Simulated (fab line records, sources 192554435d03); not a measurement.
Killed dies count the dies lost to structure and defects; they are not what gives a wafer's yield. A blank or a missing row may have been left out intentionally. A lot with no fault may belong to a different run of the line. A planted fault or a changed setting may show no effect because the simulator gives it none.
2 desks looking at one fault	flow n5_finfet	each desk has only its own numbers; what lay behind them comes last

== THE TOOL OWNER'S DESK: rie_si-04 ==
The tool's own readings at N5_DUMMY_GATE_ETCH_44 (etches poly-Si in HBr/O2, stops on SiO2, target depth 127.5 nm): means of the sampled wafers that have a number, for each lot that ran on this tool. If a lot's mean is further than 4 standard deviations from the usual mean, the lot is out of limits and carries the mark OUT (the distance appears in the brackets).
Columns: A = drypump_motor_current_A at N5_DUMMY_GATE_ETCH_44, usual 5.6 A; B = oes_product_au at N5_DUMMY_GATE_ETCH_44, usual 0.734 a.u.; C = throttle_valve_pct at N5_DUMMY_GATE_ETCH_44, usual 18.65 %
lot	first seen here	A	B	C
L280	day 3 05:40	5.4	0.737	18.76
L281	day 3 13:05	5.5	0.737	18.77
L282	day 3 20:04	5.5	0.736	18.65
L285	day 4 10:40	5.4	0.668 (-4.7) OUT	18.74
L292	day 6 06:01	5.5	0.671 (-4.5) OUT	18.66
L302	day 8 16:35	5.4	0.739	18.76
This desk's verdict: out of limits on L285, L292, starting with L285 at day 4 10:40 (oes_product_au at N5_DUMMY_GATE_ETCH_44). In limits: L280, L281, L282, L302.

== METROLOGY DESK ==
Lot by lot, what the gauges showed, no matter which tool ran the lot: averages of those sampled wafers that carry a number. If a lot's mean is further than 4 standard deviations from the usual mean, the lot is out of limits and carries the mark OUT (the distance appears in the brackets). 7 of its 10 readings are shown, namely those furthest out on some lot.
Columns: A = DIBL_N at N5_BEOL_M4_RC_MEAS_101, usual 36.1 mV/V; B = DIBL_P at N5_BEOL_M4_RC_MEAS_101, usual 36.1 mV/V; C = IOFF_N at N5_BEOL_M4_RC_MEAS_101, usual 0.154 nA/um; D = IOFF_P at N5_BEOL_M4_RC_MEAS_101, usual 0.201 nA/um; E = ION_P at N5_BEOL_M4_RC_MEAS_101, usual 462 uA/um; F = SS_N at N5_BEOL_M4_RC_MEAS_101, usual 71.5 mV/dec; G = VT_P at N5_BEOL_M4_RC_MEAS_101, usual -251.3 mV
lot	first seen here	A	B	C	D	E	F	G
L280	day 8 02:04	33.8	33.7	0.130	0.169	456	71.6	-254.7
L281	day 8 02:34	36.8	37.5	0.160	0.180	451	71.9	-254.3
L283	day 8 19:33	35.3	36.0	0.160	0.208	463	71.1	-249.2
L282	day 8 21:16	37.1	36.9	0.160	0.212	467	71.7	-250.6
L285	day 9 07:28	35.3	35.9	0.146	0.197	468	70.8	-249.0
L292	day 11 16:36	33.4	33.1	0.126	0.169	461	71.2	-254.0
L295	day 11 22:54	36.6	38.8	0.163	0.212	455	71.9	-251.7
L300	day 13 05:51	36.8	37.2	0.176	0.204	461	71.3	-250.6
L302	day 14 10:37	35.3	36.0	0.135	0.164	459	71.7	-255.2
This desk's finding: nothing out of limits on any of the 9 lots.

== TAKEN TOGETHER ==
An alarm could have come from the tool owner's desk at day 4 10:40, on L285, L292.
Metrology desk: nothing out of limits seen.
The metrology desk has L285, L292 on record, within its limits.
Of the lots named, all ran N5_DUMMY_GATE_ETCH_44 on rie_si-04.

== WHAT WAS PUT IN BY THE SIMULATOR ==
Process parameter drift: rie_si-04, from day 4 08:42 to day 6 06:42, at N5_DUMMY_GATE_ETCH_44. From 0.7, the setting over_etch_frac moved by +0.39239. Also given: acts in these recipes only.
Lots struck among those shown: L285, L292.
Each desk's first reading out of limits, in hours after the fault started: the tool owner's desk, 2.
